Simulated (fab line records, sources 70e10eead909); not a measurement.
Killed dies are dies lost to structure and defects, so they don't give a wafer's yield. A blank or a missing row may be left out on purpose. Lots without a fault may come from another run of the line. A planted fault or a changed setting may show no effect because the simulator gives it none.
Chamber matching | flow nand_harc | NHARC_A_CHANNEL_HOLE_D1_ETCH_38 on rie_diel-07: 4 sister chambers
The step etches the open film in CF4, target depth 39 nm, time 65 s. 8 wafers are shown with their chamber, then 7 later ones without.

WAFERS WITH THEIR CHAMBER
wafer  | chamber | drypump_motor_current_A (A) | showerhead_plenum_p_Torr (Torr)
L515.1 | 3       | 5.9                         | 1.79
L515.4 | 1       | 5.4                         | 1.79
L515.5 | 2       | 6.6                         | 1.79
L517.1 | 2       | 6.6                         | 1.78
L517.2 | 3       | 5.9                         | 1.79
L517.3 | 0       | 5.5                         | 1.82
L525.1 | 1       | 5.4                         | 1.79
L525.3 | 0       | 5.6                         | 1.82

WAFERS WITHOUT THEIR CHAMBER
wafer  | drypump_motor_current_A (A) | showerhead_plenum_p_Torr (Torr)
L525.4 | 5.9                         | 1.79
L526.1 | 5.6                         | 1.82
L526.2 | 5.9                         | 1.79
L526.3 | 6.6                         | 1.78
L527.1 | 5.4                         | 1.79
L527.5 | 5.9                         | 1.79
L527.6 | 5.6                         | 1.82

WHICH CHAMBER EACH WENT THROUGH
wafer  | from the rows above | in truth
L525.4 | 3                   | 3
L526.1 | 0                   | 0
L526.2 | 3                   | 3
L526.3 | 2                   | 2
L527.1 | 1                   | 1
L527.5 | 3                   | 3
L527.6 | 0                   | 0
Placed correctly: 7 of 7. Can't be placed from these rows: 0. Placed wrongly: 0.
How it was worked out, from the rows above alone: a wafer's distance from a chamber is the root of the sum, over the readings, of the square of ((its reading less the chamber's mean) divided by the reading's scatter). The wafer belongs to the nearest chamber; if the next one is less than 2 further off, it can't be placed. A chamber's mean is the mean of its shown wafers. The scatter: the root of (the sum of the squares of (reading less its chamber's mean) over the shown wafers, divided by (wafers less chambers)).
